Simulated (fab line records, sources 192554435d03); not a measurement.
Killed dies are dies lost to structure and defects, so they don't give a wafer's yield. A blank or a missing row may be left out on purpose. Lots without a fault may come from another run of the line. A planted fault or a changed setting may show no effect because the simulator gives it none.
Chamber matching | flow n5_finfet | N5_HKMG_FIN_ALD_71 on ald_metal-02: 4 sister chambers
The step deposits TiN, target thk 1 nm, pulse time 1 s, purge time 3 s. 8 wafers are shown with their chamber, then 8 later ones without.

WAFERS WITH THEIR CHAMBER
wafer  | chamber | heater_power_w (W) | precursor_pulse_height_rel
L149.1 | 3       | 893                | 0.983
L149.5 | 0       | 906                | 1.024
L153.5 | 1       | 841                | 1.014
L153.6 | 2       | 793                | 0.986
L163.1 | 0       | 890                | 0.983
L163.2 | 3       | 863                | 0.995
L163.3 | 1       | 895                | 1.013
L164.1 | 2       | 777                | 1.008

WAFERS WITHOUT THEIR CHAMBER
wafer  | heater_power_w (W) | precursor_pulse_height_rel
L164.3 | 860                | 1.052
L164.5 | 892                | 0.997
L165.1 | 917                | 1.016
L165.4 | 869                | 1.025
L165.5 | 909                | 0.996
L166.2 | 888                | 0.994
L166.3 | 879                | 1.004
L166.6 | 917                | 0.958

WHICH CHAMBER EACH WENT THROUGH
wafer  | from the rows above          | in truth
L164.3 | can't be placed: 1 or 0 or 3 | 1
L164.5 | can't be placed: 0 or 3 or 1 | 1
L165.1 | can't be placed: 0 or 1 or 3 | 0
L165.4 | can't be placed: 1 or 0 or 3 | 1
L165.5 | can't be placed: 0 or 3 or 1 | 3
L166.2 | can't be placed: 3 or 0 or 1 | 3
L166.3 | can't be placed: 1 or 0 or 3 | 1
L166.6 | can't be placed: 3 or 0 or 1 | 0
Placed correctly: 0 of 8. Can't be placed from these rows: 8 (the true chamber is among the candidates in 8). Placed wrongly: 0.
How it was worked out, from the rows above alone: a wafer's distance from a chamber is the root of the sum, over the readings, of the square of ((its reading less the chamber's mean) divided by the reading's scatter). The wafer belongs to the nearest chamber; if the next one is less than 2 further off, it can't be placed. A chamber's mean is the mean of its shown wafers. The scatter: the root of (the sum of the squares of (reading less its chamber's mean) over the shown wafers, divided by (wafers less chambers)).
